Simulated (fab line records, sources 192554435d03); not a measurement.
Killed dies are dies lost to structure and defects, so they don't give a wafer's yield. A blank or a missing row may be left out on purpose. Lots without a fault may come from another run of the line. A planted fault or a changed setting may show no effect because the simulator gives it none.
One fault seen from 2 desks | flow n5_finfet | each desk has only its own numbers; what lay behind them comes last

THE METROLOGY DESK
What the gauges read, lot by lot, whatever tool the lot ran on: means of the sampled wafers that have a number. A lot is out of limits, marked OUT, if its mean lies more than 4 standard deviations from the usual mean; the brackets give that distance.
Columns: A = cd_nm at N5_PASSIVATION_CD_MEAS_44, usual 40001 nm
lot  | first seen here | A
L408 | day 13 03:58    | 39997
L410 | day 13 13:28    | 39995
L407 | day 13 22:22    | 39995
L412 | day 14 17:49    | 40002
L411 | day 14 18:47    | 39994
L414 | day 15 07:26    | 40001
L413 | day 15 11:50    | 40003
L416 | day 16 10:08    | 40001
L418 | day 16 16:47    | 39998
L417 | day 16 18:38    | 40004
L419 | day 17 03:26    | 39994
L423 | day 17 22:14    | 40006
L424 | day 18 08:28    | 40008
This desk's finding: nothing out of limits on any of the 13 lots.

THE TOOL OWNER'S DESK: pvd_sputter-02
The tool's own readings at N5_BEOL_M5_SPUTTER_83 (material Cu, target thk 15 nm, time 27.62 s): means of the sampled wafers that have a number, for each lot that ran on this tool. A lot is out of limits, marked OUT, if its mean lies more than 4 standard deviations from the usual mean; the brackets give that distance.
Columns: A = chamber_pressure_pa at N5_BEOL_M5_SPUTTER_83, usual 0.06998 Pa; B = susceptor_temp_C at N5_BEOL_M5_SPUTTER_83, usual -20.00 C; C = throttle_valve_pct at N5_BEOL_M5_SPUTTER_83, usual 30.0 %
lot  | first seen here | A       | B      | C
L407 | day 10 00:07    | 0.06989 | -19.98 | 29.8
L412 | day 10 21:27    | 0.07003 | -19.98 | 30.0
L411 | day 11 01:52    | 0.06996 | -20.02 | 30.5
L417 | day 12 11:20    | 0.06989 | -20.02 | 30.1
L418 | day 12 18:01    | 0.07007 | -20.04 | 30.3
L423 | day 13 22:16    | 0.06981 | -19.98 | 30.1
L424 | day 14 04:28    | 0.07005 | -20.03 | 29.9
This desk's finding: nothing out of limits on any of the 7 lots.

PUT TOGETHER
The metrology desk saw nothing out of limits.
The tool owner's desk saw nothing out of limits.

WHAT THE SIMULATOR HAD PUT IN
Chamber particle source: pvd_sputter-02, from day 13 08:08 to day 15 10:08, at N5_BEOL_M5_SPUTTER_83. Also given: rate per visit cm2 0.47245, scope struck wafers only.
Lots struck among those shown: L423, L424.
